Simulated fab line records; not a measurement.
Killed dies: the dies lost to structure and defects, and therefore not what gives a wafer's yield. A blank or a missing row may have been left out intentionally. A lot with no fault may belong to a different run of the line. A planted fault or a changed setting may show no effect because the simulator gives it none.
One fault seen from 2 desks ; flow nand-harc ; each desk has only its own numbers; what lay behind them comes last

## THE DEFECT DESK
What the inspections along the route counted, lot by lot: means of the sampled wafers that have a number. A lot is out of limits, marked OUT, if its mean lies more than 4 standard deviations from the usual mean; the brackets give that distance.
Columns: A = raw-defect-count at NHARC_THIN_TSV_INSPECT_40, usual 468
lot;first seen here;A
L201;day 19 09:29;502
L204;day 19 09:29;398
L202;day 20 04:02;391
L205;day 20 04:02;356
L207;day 20 22:40;437
L211;day 23 06:18;525
L218;day 23 22:50;504
L217;day 23 22:51;607
L221;day 24 02:09;530
L222;day 24 10:45;440
L219;day 24 20:53;551
L223;day 24 20:53;442
Finding of this desk: none of the 12 lots has anything out of limits.

## DESK OF THE TOOL OWNER: rie-metal-02
The tool's own readings at NHARC_THIN_TSV_ETCH_36 (etches the open film in Cl2/BCl3, target depth 65 nm, time 18.571 s): means of the sampled wafers that have a number, for each lot that ran on this tool. A lot is out of limits, marked OUT, if its mean lies more than 4 standard deviations from the usual mean; the brackets give that distance.
Columns: A = drypump-motor-current-A at NHARC_THIN_TSV_ETCH_36, usual 5.4 A; B = oes-product-au at NHARC_THIN_TSV_ETCH_36, usual 0.992 a.u.
lot;first seen here;A;B
L202;day 20 00:06;4.9;0.998
L207;day 20 17:34;4.9;1.010
L211;day 23 00:58;4.9;1.002
L217;day 23 15:29;4.9;1.001
Finding of this desk: none of the 4 lots has anything out of limits.

## PUT TOGETHER
No out-of-limits result turned up at the defect desk.
The desk of the tool owner found nothing out of limits.

## WHAT THE SIMULATOR HAD PUT IN
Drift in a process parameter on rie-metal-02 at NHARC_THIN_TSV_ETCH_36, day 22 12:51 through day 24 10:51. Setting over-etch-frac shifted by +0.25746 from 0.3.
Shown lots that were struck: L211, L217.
